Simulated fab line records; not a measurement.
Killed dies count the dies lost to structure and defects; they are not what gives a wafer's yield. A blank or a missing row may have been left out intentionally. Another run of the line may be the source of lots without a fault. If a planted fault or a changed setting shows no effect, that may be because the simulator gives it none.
A lot that was struck, set against a sound lot -- flow nand_harc -- 36 steps out of a route of 1302
Sound: wafers L245.2, L245.4, L245.5. The struck wafers were L248.1, L248.2, L248.3. Last of all comes the cause.
Per side, at each step with rows, come the tool, then ch with its chambers, and then its first start. Under that, the readings that differ: sound wafers -- struck wafers -- difference of the means -- sigmas: that difference in standard deviations of wafers without a fault.
alike: readings whose means differ by less than 2 such deviations, and words and numbers that are the same on both sides. not compared: withheld readings, readings that some wafer has no value for, bounds like >300 that may hide the same value, and numbers for which the record gives no deviation and whose values overlap.
The two part at a step that has a row with sigmas, a row that says differs or no value, or rows on one side only. Non-overlapping numbers with no deviation appear without sigmas and do not part them. Lack of a reading on every wafer of one side parts them only where that side has two or more wafers.

first, 3 steps without rows for these wafers: NHARC_A_STAIRCASE_STRIP_317 (strips in SPM, time 900 s); NHARC_A_STAIRCASE_PRECLEAN_318 (cleans in SC1); NHARC_A_STAIRCASE_SRD_329.
NHARC_A_STAIRCASE_ALD_415: deposits SiO2, target thk 30 nm, pulse time 6 s, ald cycles 300.
  sound on ald_hk-02 ch 1,2,3, day 17 09:09; struck on ald_hk-01 ch 0,1,3, day 18 19:46
  alike: heater_power_w, precursor_pulse_height_rel
then, 1 step without rows for these wafers: NHARC_A_STAIRCASE_ETCHBACK_416 (etches the open film in C4F8/O2/Ar, target depth 36 nm, time 7.2 s).
NHARC_A_STAIRCASE_STRIP_476: strips in O2, time 20 s.
  sound on rie_diel-10 ch 0,1,3, day 17 11:26; struck on rie_diel-01 ch 0,1,2, day 18 21:55
  alike: drypump_motor_current_A, oes_product_au, rf_vpp_V, showerhead_plenum_p_Torr, throttle_valve_pct
  not compared: rf_hours_counter_h
then, 4 steps without rows for these wafers: NHARC_A_STAIRCASE_DEP_417 (deposits Si3N4, target thk 60 nm); NHARC_A_STAIRCASE_WET_418 (chemistry H3PO4, target depth 20 nm); NHARC_A_STAIRCASE_PRECLEAN_419 (cleans in SC1); NHARC_A_STAIRCASE_SRD_421.
NHARC_A_STAIRCASE_ALD_420: deposits SiO2, target thk 20 nm, pulse time 6 s, ald cycles 200.
  sound on ald_hk-01 ch 0,1,2, day 17 14:43; struck on ald_hk-02 ch 0,1,3, day 19 01:56
  alike: heater_power_w, precursor_pulse_height_rel
NHARC_A_STAIRCASE_CVD_552: deposits SiNx, target thk 40 nm.
  sound on lpcvd-01 ch 1, day 17 20:50; struck on lpcvd-01 ch 1, day 19 06:28
reading,sound,struck,difference,sigmas
pressure_mtorr (mTorr),301.5 300.7 301.4,299.1 300.2 300.1,-1.4,-3
then, 4 steps without rows for these wafers: NHARC_A_STAIRCASE_DEP_151 (deposits SiO2, target thk 7200 nm); NHARC_A_STAIRCASE_ANNEAL_320 (time 1800 s); NHARC_A_STAIRCASE_DEP_322 (deposits SiO2, target thk 7200 nm); NHARC_A_STAIRCASE_ANNEAL_323 (time 1800 s).
NHARC_A_STAIRCASE_DEP_325: deposits SiO2, target thk 7200 nm.
  sound on pecvd-04 ch 0,2, day 18 17:42; struck on pecvd-01 ch 0,1,2, day 20 02:30
  alike: heater_power_w
then, 17 steps without rows for these wafers: NHARC_A_STAIRCASE_ANNEAL_326 (time 1800 s); NHARC_A_STAIRCASE_DEHYDRATE_433 (time 120 s); NHARC_A_STAIRCASE_HMDS_434 (time 30 s); NHARC_A_STAIRCASE_COAT_435; NHARC_A_STAIRCASE_SOFTBAKE_436 (time 170 s); NHARC_A_STAIRCASE_EBR_437; NHARC_A_STAIRCASE_EXPOSE_438 (exposes mask STAIR REV); NHARC_A_STAIRCASE_PEB_439 (peb time 130 s); NHARC_A_STAIRCASE_DEVELOP_440 (time 140 s); NHARC_A_STAIRCASE_HARDBAKE_442 (time 140 s); NHARC_A_STAIRCASE_DESCUM_443 (chemistry O2, time 3 s); NHARC_A_STAIRCASE_ETCH_444 (etches the open film in C4F8/O2, target depth 20400 nm, time 6800 s); NHARC_A_STAIRCASE_STRIP_446 (strips in O2); NHARC_A_STAIRCASE_STRIP_447 (strips in SPM, time 900 s); NHARC_A_STAIRCASE_PRECLEAN_448 (cleans in SC1); NHARC_A_STAIRCASE_SRD_449; NHARC_A_STAIRCASE_CMP_450 (polishes SiO2, target thk 200 nm).
NHARC_A_STAIRCASE_CMP_152: polishes.
  sound on cmp-01 ch 0,1, day 19 08:52; struck on cmp-01 ch 0,2,3, day 20 16:19
  alike: motor_current_A, slurry_flow_ml_min
-- the record jumps here: 5 days lie between the struck wafers' starts before and after (it left off in module A_STAIRCASE and takes up again in module END, whose first step shown is number 1302 of the route) --
NHARC_END_SORT_01:
  at this point the record logs the struck wafers (prober-01 ch 0, day 25 17:04) and has no rows for the sound ones

## WHERE THEY PART
First at NHARC_A_STAIRCASE_CVD_552; last, within this record, at NHARC_END_SORT_01.

WHY: the cause the simulator had injected
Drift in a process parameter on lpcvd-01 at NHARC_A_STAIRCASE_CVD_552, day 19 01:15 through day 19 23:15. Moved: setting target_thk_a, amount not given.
